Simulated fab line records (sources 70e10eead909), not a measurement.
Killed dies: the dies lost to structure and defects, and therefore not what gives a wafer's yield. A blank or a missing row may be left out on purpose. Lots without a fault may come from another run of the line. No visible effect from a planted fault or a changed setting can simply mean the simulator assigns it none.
fab line records	flow nandHarc
record: lots: 14	wafers: 42	lastDay: 24
route steps=1159 shown A_STAIRCASE@652
lots that met no fault: from a run of the same line without faults
startH: hours from the record's opening day to when the first of the lot's shown wafers began	waitH: hours elapsed since this lot's preceding step	" repeats the value in the row above	L1.1+2: one row covering several wafers at once	- no value, or no start given	* or withheld: withheld	< > ~ a bound
route shown NAME@n: NAME is a module with steps in the file, n the number in the route of the first one	usual: mean and standard deviation over wafers with no fault	same: alike in all rows	chamber/n: place in a boat	sites: per-site readings	_std_site: the standard deviation of these	_edge_site: mean of outer sites minus mean of inner sites	radiusMm: how far each site lies from the wafer's centre	mask NAME#n: copy n	behind: the last tool/chamber to shape the wafer	hold: what put the lot on hold/how long, in hours/how the hold closed	device: the n, p or np transistor that did not switch	end of line: the same wafers' tests at the end of the route	where a step has no rows: the recipe by itself	killed: at the first sort, the dies lost to defects and structure; wafer yield is something else	map: shows each die of a wafer: x if killed, . if not, _ if none is there
set.NAME: the setting that was run; set.NAME@STEP: the one run at that earlier step	model.NAME: the simulator's own value behind a step, which no gauge read
the route's steps for a sample of lots (tables are steps, rows are wafers)
services: when a tool's chamber went out of use (startH, in hours from the record's first day, below 0 if earlier), for how many hours, and the reason
== steps ==
step: NHARC_A_STAIRCASE_HM_DEP_456
recipe: targetThkA: 15000	tempC: 400	material: aC
usual: throttleValvePct: 35.000/0.01
lot.wafer	tool	chamber	startH	waitH	throttleValvePct
L124.2	aclDep-01	0	263.61	-	34.994
L124.3	"	0	"	"	35.011
L124.5	"	0	"	"	35.010
L126.2	aclDep-02	0	269.86	-	35.016
L126.3	"	0	"	"	35.019
L126.4	"	0	"	"	35.000
L127.3	aclDep-01	0	272.19	-	35.001
L127.5	"	0	"	"	35.003
L127.6	"	0	"	"	34.991
L130.2	aclDep-01	0	276.42	-	35.006
L130.4	"	0	"	"	35.004
L130.5	"	0	"	"	34.991
L131.2	aclDep-01	0	292.06	-	35.015
L131.5	"	0	"	"	35.000
L131.6	"	0	"	"	34.970
L134.1	aclDep-02	0	304.44	-	35.007
L134.5	"	0	305.68	-	34.990
L134.6	"	0	"	"	34.985
L132.1	aclDep-01	0	306.62	-	34.978
L132.4	"	0	"	"	35.005
L132.5	"	0	"	"	35.010
L138.1	aclDep-02	0	326.81	-	35.002
L138.4	"	0	"	"	35.004
L138.5	"	0	"	"	35.010
L135.1	aclDep-03	0	327.04	-	34.996
L135.3	"	0	"	"	35.000
L135.5	"	0	"	"	35.002
L139.3	aclDep-02	0	342.48	-	35.012
L139.4	"	0	"	"	35.001
L139.5	"	0	"	"	34.999
L140.1	aclDep-01	0	350.35	-	35.006
L140.3	"	0	"	"	34.986
L140.5	"	0	"	"	35.007
L142.1	aclDep-03	0	364.97	-	34.994
L142.2	"	0	"	"	34.996
L142.6	"	0	366.51	-	35.010
L143.3	aclDep-02	0	365.59	-	35.009
L143.4	"	0	"	"	35.003
L143.6	"	0	"	"	35.002
L147.1	aclDep-03	0	387.01	-	34.993
L147.2	"	0	"	"	35.022
L147.5	"	0	"	"	35.011
step: NHARC_A_STAIRCASE_DESCUM_291
recipe: timeS: 3	o2FlowSccm: 200	arFlowSccm: 0	biasPowerW: 0	chemistry: O2
usual: drypumpMotorCurrentA: 5.8/0.5	oesProductAu: 1.002/0.0095	rfVppV: 57.8/0.84	showerheadPlenumPTorr: 1.89/0.085	throttleValvePct: 11.312/0.0093
same: biasPowerW: 0
lot.wafer	tool	chamber	startH	waitH	drypumpMotorCurrentA	oesProductAu	rfHoursCounterH	rfVppV	showerheadPlenumPTorr	throttleValvePct
L124.3	rieDiel-02	1	266.15	-	5.7	1.002	43	57.2	1.94	11.306
L124.2	"	3	"	"	4.9	1.002	39	56.8	1.96	11.318
L124.5	"	0	"	"	6.3	0.999	-	56.4	1.88	11.306
L126.2	rieDiel-02	3	272.41	-	4.9	0.990	41	56.6	1.96	11.327
L126.4	"	0	"	"	6.3	0.997	45	57.0	1.88	11.306
L126.3	"	2	"	"	5.7	0.986	45	57.6	1.82	11.293
L127.3	rieDiel-08	2	274.31	-	6.1	1.000	52	57.2	1.77	11.324
L127.6	"	2	"	"	6.0	1.011	-	58.3	1.77	11.312
L127.5	"	3	"	"	6.0	1.008	-	58.6	1.88	11.313
L130.4	rieDiel-02	3	279.21	-	4.9	0.991	45	58.1	1.96	11.317
L130.2	"	2	"	"	5.7	0.988	49	59.4	1.82	11.302
L130.5	"	0	"	"	6.3	1.003	-	58.2	1.88	11.308
L131.2	rieDiel-02	1	294.62	-	5.7	1.008	52	59.1	1.94	11.293
L131.6	"	1	"	"	5.7	0.997	-	57.1	1.94	11.310
L131.5	"	2	"	"	5.7	0.993	-	57.7	1.82	11.292
L134.1	rieDiel-02	1	307.30	-	5.7	1.010	55	57.8	1.94	11.303
L134.6	"	0	"	"	6.3	0.986	-	57.6	1.87	11.300
L134.5	"	1	"	"	5.7	1.002	-	58.1	1.94	11.315
L132.1	rieDiel-02	2	309.95	-	5.7	0.995	58	56.5	1.82	11.310
L132.4	"	1	"	"	5.7	1.000	57	57.3	1.94	11.284
L132.5	"	3	"	"	4.9	1.013	-	58.8	1.95	11.313
L138.4	rieDiel-08	1	329.55	-	6.5	0.990	10	57.4	1.79	11.311
L138.1	"	0	"	"	5.9	1.010	9	57.4	1.79	11.323
L138.5	"	2	"	"	6.1	1.002	-	56.9	2.07	11.322
L135.1	rieDiel-08	1	329.92	-	6.5	0.998	10	56.9	1.79	11.329
L135.3	"	2	"	"	6.1	1.005	10	58.5	2.07	11.316
L135.5	"	1	"	"	6.5	1.001	-	58.2	1.79	11.320
L139.4	rieDiel-02	3	345.02	-	4.9	1.012	2	58.4	1.95	11.306
L139.3	"	1	"	"	5.7	1.009	2	57.5	1.93	11.315
L139.5	"	2	"	"	5.7	1.011	-	56.1	1.81	11.294
L140.1	rieDiel-05	0	353.20	-	5.9	0.983	1	57.6	1.79	11.303
L140.3	"	3	"	"	4.8	1.002	1	58.1	1.85	11.313
L140.5	"	1	"	"	6.0	1.007	-	56.9	1.83	11.319
L143.3	rieDiel-02	0	367.84	-	6.3	0.997	11	57.6	1.87	11.292
L143.4	"	1	"	"	5.7	1.009	11	57.8	1.93	11.314
L143.6	"	1	"	"	5.7	1.007	-	57.6	1.93	11.327
L142.2	rieDiel-02	0	368.01	-	6.3	1.009	11	58.2	1.87	11.326
L142.1	"	2	"	"	5.7	1.021	13	58.3	1.81	11.310
L142.6	"	0	"	"	6.3	1.012	-	57.9	1.87	11.314
L147.2	rieDiel-08	2	390.01	-	6.0	1.010	30	57.7	2.07	11.325
L147.1	"	3	"	"	6.0	0.984	30	57.7	1.87	11.292
L147.5	"	3	"	"	6.0	0.996	-	57.2	1.87	11.311
step: NHARC_A_STAIRCASE_HM_DEP_462
recipe: targetThkA: 8000	tempC: 400	material: aC
usual: throttleValvePct: 34.999/0.0097
lot.wafer	tool	chamber	startH	waitH	throttleValvePct
L124.2	aclDep-02	0	271.71	3.3	35.005
L124.3	"	0	"	"	35.003
L124.5	"	0	"	"	35.000
L126.2	aclDep-03	0	275.43	0.8	35.004
L126.3	"	0	"	"	35.022
L126.4	"	0	"	"	34.990
L127.3	aclDep-02	0	277.42	0.7	34.991
L127.5	"	0	"	"	35.005
L127.6	"	0	"	"	35.003
L130.2	aclDep-03	0	281.82	0.4	34.988
L130.4	"	0	"	"	34.985
L130.5	"	0	"	"	34.998
L131.2	aclDep-03	0	298.62	1.7	34.994
L131.5	"	0	"	"	34.993
L131.6	"	0	"	"	34.993
L134.1	aclDep-01	0	310.44	0.3	34.993
L134.5	"	0	311.65	1.5	35.003
L134.6	"	0	"	"	34.981
L132.1	aclDep-02	0	312.67	0.2	34.995
L132.4	"	0	"	"	34.987
L132.5	"	0	"	"	35.007
L138.1	aclDep-02	0	334.98	2.6	34.993
L138.4	"	0	"	"	34.993
L138.5	"	0	"	"	34.990
L135.1	aclDep-01	0	336.26	3.6	35.014
L135.3	"	0	"	"	35.003
L135.5	"	0	"	"	35.012
L139.3	aclDep-02	0	347.99	0.7	34.986
L139.4	"	0	"	"	35.016
L139.5	"	0	"	"	35.001
L140.1	aclDep-01	0	356.58	1.2	35.012
L140.3	"	0	"	"	34.996
L140.5	"	0	"	"	34.988
L142.1	aclDep-02	0	370.85	0.1	35.002
L142.2	"	0	"	"	35.005
L142.6	"	0	372.39	1.6	34.999
L143.3	aclDep-03	0	371.17	0.7	35.002
L143.4	"	0	"	"	35.006
L143.6	"	0	"	"	34.996
L147.1	aclDep-03	0	392.28	0.1	34.998
L147.2	"	0	"	"	34.986
L147.5	"	0	"	"	35.009
step: NHARC_A_STAIRCASE_EXPOSE_307
recipe: na: 0.5	doseMj: 45.72	maskId: CHOP_50
usual: exposureDoseMJCm2: 45.72/0.05	focusOffsetNm: 0.0/0.51	reticleTempC: 23.00/0.096
lot.wafer	tool	chamber	startH	waitH	mask	exposureDoseMJCm2	focusOffsetNm	reticleTempC
L124.2	krfScanner-03	0	273.87	-	CHOP_50#0	45.67	-0.7	23.04
L124.3	"	0	"	"	CHOP_50#0	45.70	0.0	22.98
L124.5	"	0	"	"	CHOP_50#0	45.66	0.2	23.22
L126.2	krfScanner-03	0	277.63	-	CHOP_50#0	45.70	-0.2	23.05
L126.3	"	0	"	"	CHOP_50#0	45.77	0.3	23.01
L126.4	"	0	"	"	CHOP_50#0	45.80	-0.3	23.11
L127.3	krfScanner-03	0	279.18	-	CHOP_50#0	45.71	0.0	23.06
L127.5	"	0	"	"	CHOP_50#0	45.67	0.4	23.04
L127.6	"	0	"	"	CHOP_50#0	45.73	0.9	23.03
L130.2	krfScanner-04	0	283.98	-	CHOP_50#0	45.76	0.2	22.94
L130.4	"	0	"	"	CHOP_50#0	45.73	-0.1	22.92
L130.5	"	0	"	"	CHOP_50#0	45.78	0.3	23.11
L131.2	krfScanner-03	0	300.84	-	CHOP_50#0	45.64	0.6	22.81
L131.5	"	0	"	"	CHOP_50#0	45.64	-0.2	22.90
L131.6	"	0	"	"	CHOP_50#0	45.70	-0.6	22.92
L134.1	krfScanner-02	0	312.87	-	CHOP_50#0	45.71	-0.4	23.00
L134.5	"	0	"	"	CHOP_50#0	45.66	-0.2	23.08
L134.6	"	0	"	"	CHOP_50#0	45.66	0.1	23.12
L132.1	krfScanner-03	0	315.03	-	CHOP_50#0	45.69	-0.7	23.04
L132.4	"	0	"	"	CHOP_50#0	45.82	-0.8	23.09
L132.5	"	0	"	"	CHOP_50#0	45.70	-0.4	23.00
L138.1	krfScanner-03	0	337.31	-	CHOP_50#0	45.80	0.4	22.94
L138.4	"	0	"	"	CHOP_50#0	45.81	0.0	22.90
L138.5	"	0	"	"	CHOP_50#0	45.83	-0.3	23.03
L135.1	krfScanner-03	0	339.06	-	CHOP_50#0	45.77	-0.1	23.04
L135.3	"	0	"	"	CHOP_50#0	45.78	0.1	23.16
L135.5	"	0	"	"	CHOP_50#0	45.70	-0.5	23.16
L139.3	krfScanner-03	0	349.88	-	CHOP_50#0	45.69	0.1	22.95
L139.4	"	0	"	"	CHOP_50#0	45.74	-0.3	22.94
L139.5	"	0	"	"	CHOP_50#0	45.76	0.9	22.91
L140.1	krfScanner-03	-	359.08	-	CHOP_50#0	-	-	-
L140.3	"	-	"	"	CHOP_50#0	-	-	-
L140.5	"	-	"	"	CHOP_50#0	-	-	-
L143.3	krfScanner-04	-	373.02	-	CHOP_50#0	-	-	-
L143.4	"	-	"	"	CHOP_50#0	-	-	-
L143.6	"	-	"	"	CHOP_50#0	-	-	-
L142.1	krfScanner-04	0	373.20	-	CHOP_50#0	45.73	-0.1	23.03
L142.2	"	0	"	"	CHOP_50#0	45.78	-0.2	22.95
L142.6	"	0	"	"	CHOP_50#0	45.72	-0.6	22.88
L147.1	krfScanner-03	0	394.66	-	CHOP_50#0	45.67	-0.4	23.11
L147.2	"	0	"	"	CHOP_50#0	45.72	0.3	23.09
L147.5	"	0	"	"	CHOP_50#0	45.73	-0.4	22.88
== services ==
tool	chamber	startH	hours	kind
krfScanner-03	-	245.65	4.8	repair
aclDep-02	-	247.06	0.3	repair
krfScanner-03	-	252.98	19.3	repair
rieDiel-02	0	259.18	-	clean
rieDiel-02	1	259.18	-	clean
rieDiel-02	2	259.18	-	clean
rieDiel-02	3	259.18	-	clean
rieDiel-08	1	266.83	8.9	repair
rieDiel-02	0	283.68	-	clean
rieDiel-02	1	283.68	-	clean
rieDiel-02	2	283.68	-	clean
rieDiel-05	2	290.67	5.8	repair
aclDep-01	-	293.62	13.0	pm
krfScanner-04	-	298.00	4.0	pm
rieDiel-08	-	302.57	9.0	pm
rieDiel-05	0	326.59	4.0	repair
rieDiel-02	-	327.84	9.0	pm
krfScanner-02	-	337.34	5.0	repair
krfScanner-03	-	340.00	4.0	pm
rieDiel-05	-	340.75	9.0	pm
aclDep-02	-	350.09	13.0	pm
krfScanner-03	-	375.66	0.2	repair
krfScanner-02	-	382.00	4.0	pm
rieDiel-08	1	393.69	15.0	repair
== key ==
firstSign: step: NHARC_A_STAIRCASE_EXPOSE_307	reading: toolRecord	direction: missing
effect none on later readings
metAt NHARC_A_STAIRCASE_EXPOSE_307
struckLots L140,L143
laterRowsLeftOut L140.1,L140.3,L140.5,L143.3,L143.4,L143.6
sortLeftOut L140.1,L140.3,L140.5,L143.3,L143.4,L143.6
testerLeftOut L140,L143
notActingAt NHARC_A_STAIRCASE_HM_DEP_456,NHARC_A_STAIRCASE_DESCUM_291,NHARC_A_STAIRCASE_HM_DEP_462
onsetBetween 349.88 359.08
fault: kind: skippedStepWhole	tool: krfScanner-02,krfScanner-03,krfScanner-04	chamber: -	onsetH: 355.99	steps: NHARC_A_STAIRCASE_EXPOSE_307	scope: struckLotsOnly
testerLeftOut: of these lots the tester's yield and bins aren't shown, on N5 and GAA mostly nor the transistor test; their killed dies are dies lost to structure and defects alone, not to doping, threshold or leakage, so they don't give the yield
sortLeftOut: the simulated sort isn't trusted on such a fault, so these wafers' sort isn't shown, and their yield isn't known
laterRowsLeftOut: the simulator's readings of these wafers behind a module that went badly wrong aren't trusted and aren't shown, but for the sort
